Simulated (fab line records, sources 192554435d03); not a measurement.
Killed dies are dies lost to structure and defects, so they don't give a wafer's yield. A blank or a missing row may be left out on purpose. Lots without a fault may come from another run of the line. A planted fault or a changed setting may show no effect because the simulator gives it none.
Split-lot experiment | flow n5_finfet | 7 lots, 21 wafers read, on a route of 1938 steps

THE SPLIT
At N5_BEOL_M5_COAT_66 (time 60 s, resist thk 12 nm), the setting spin_rpm was moved away from the recipe's 1500 rpm on 4 of the 21 wafers read, by -9.3% to +4.8%. The other wafers ran this setting at the recipe's value.

FROM THE SPLIT TO THE READING: what the file shows between them, 4 steps
- N5_BEOL_M5_COAT_74: time 60 s, resist thk 5 nm
- N5_BEOL_M5_COAT_22: resist thk 30 nm
- N5_BEOL_M5_DESCUM_33: chemistry O2, time 7 s
- N5_BEOL_M5_ETCH_75: etches underlayer in N2/H2, target depth 6.5 nm, time 5.2 s

THE READING
etch.depth_nm (the simulator's own value, which no gauge read), in nm, at N5_BEOL_M5_ETCH_67 (etches SiARC in CF4, target depth 15.6 nm, time 26 s). The file gives no usual value for it. The 17 wafers here that ran the recipe average 12.02 nm, standard deviation 0.049 nm.

wafer  | tool, chamber at the split | spin_rpm as run, rpm | against the recipe | etch.depth_nm, nm | against lot-mates on the recipe
L076.3 | litho_track-03, 0          | 1500                 | recipe             | 12                | -
L076.4 | litho_track-03, 0          | 1500                 | recipe             | 12.02             | -
L076.6 | litho_track-03, 0          | 1500                 | recipe             | 12.02             | -
L078.2 | litho_track-02, 0          | 1500                 | recipe             | 12.05             | -
L078.3 | litho_track-02, 0          | 1500                 | recipe             | 12.05             | -
L078.5 | litho_track-02, 0          | 1500                 | recipe             | 12.04             | -
L081.1 | litho_track-02, 0          | 1500                 | recipe             | 11.99             | -
L081.5 | litho_track-02, 0          | 1500                 | recipe             | 11.98             | -
L081.6 | litho_track-02, 0          | 1360                 | -9.3%              | 12.55             | +0.57
L082.1 | litho_track-01, 0          | 1500                 | recipe             | 11.98             | -
L082.4 | litho_track-01, 0          | 1500                 | recipe             | 11.92             | -
L082.5 | litho_track-01, 0          | 1500                 | recipe             | 11.92             | -
L083.1 | litho_track-03, 0          | 1500                 | recipe             | 12.09             | -
L083.6 | litho_track-03, 0          | 1500                 | recipe             | 12.09             | -
L083.4 | litho_track-03, 0          | 1370                 | -8.7%              | 12.61             | +0.52
L088.1 | litho_track-02, 0          | 1500                 | recipe             | 12.05             | -
L088.6 | litho_track-02, 0          | 1500                 | recipe             | 12.05             | -
L088.2 | litho_track-02, 0          | 1500                 | recipe             | 12.04             | -
L093.1 | litho_track-02, 0          | 1500                 | recipe             | 11.97             | -
L093.4 | litho_track-02, 0          | 1572                 | +4.8%              | 11.7              | -0.27
L093.5 | litho_track-02, 0          | 1572                 | +4.8%              | 11.69             | -0.28

THE FIT
A straight line over all 21 wafers: etch.depth_nm changes by -0.0635 nm for each +1% of spin_rpm; r = -0.97; the points scatter about the line by 0.05 nm.
The same after taking each lot's own level away (the mean of its wafers on the recipe; 21 wafers): -0.0596 nm for each +1%; r = -1.00; scatter 0.013 nm.
On that fit, the largest move of spin_rpm shifts the reading by 0.56 nm.
The lots' own levels span 11.940 to 12.090 nm, that is 3.1 times the standard deviation above.
So the lot-to-lot level changes the slope little: the two slopes agree.
Check: with one of the wafers moved furthest among these (-9.3%) left out of the fit, the line predicts +0.552 nm for it against its lot-mates. It came out at +0.565 nm against them.

OTHER SPLITS ON THESE WAFERS
These wafers also went through other splits before the reading. Each is held against what the fit with the lots' levels taken away leaves over:
other split on the same wafers   | wafers away from the commonest value | r with etch.depth_nm (lot level and that fit taken away)
N5_BEOL_M2_EXPOSE_08 dose_mj     | 7                                    | -0.07
N5_BEOL_M3_DESCUM_33 time_s      | 8                                    | -0.05
N5_BEOL_M4_DESCUM_16 time_s      | 5                                    | +0.09
N5_BEOL_M4_ETCH_64 bias_w        | 5                                    | +0.19
N5_BEOL_M4_TRENCH_ETCH_37 time_s | 9                                    | +0.13
N5_BEOL_M5_ETCH_72 bias_w        | 5                                    | -0.21

THE WHOLE CHAIN: every reading that the file lists as answering this split, in the file's order
step               | what it does                                         | reading                                                                          | change (the file's fit)                | r (the file's)
N5_BEOL_M5_COAT_66 | time 60 s, resist thk 12 nm                          | SiARC_of_BEOL_M5_COAT_66.thk_nm (the simulator's own value, which no gauge read) | -0.0687 nm for each +1% of the setting | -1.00
N5_BEOL_M5_ETCH_67 | etches SiARC in CF4, target depth 15.6 nm, time 26 s | etch.depth_nm (the simulator's own value, which no gauge read)                   | -0.06 nm for each +1% of the setting   | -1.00

THE FILE'S OWN FIT
etch.depth_nm changes by -0.06 nm for each +1% of spin_rpm, r = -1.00.
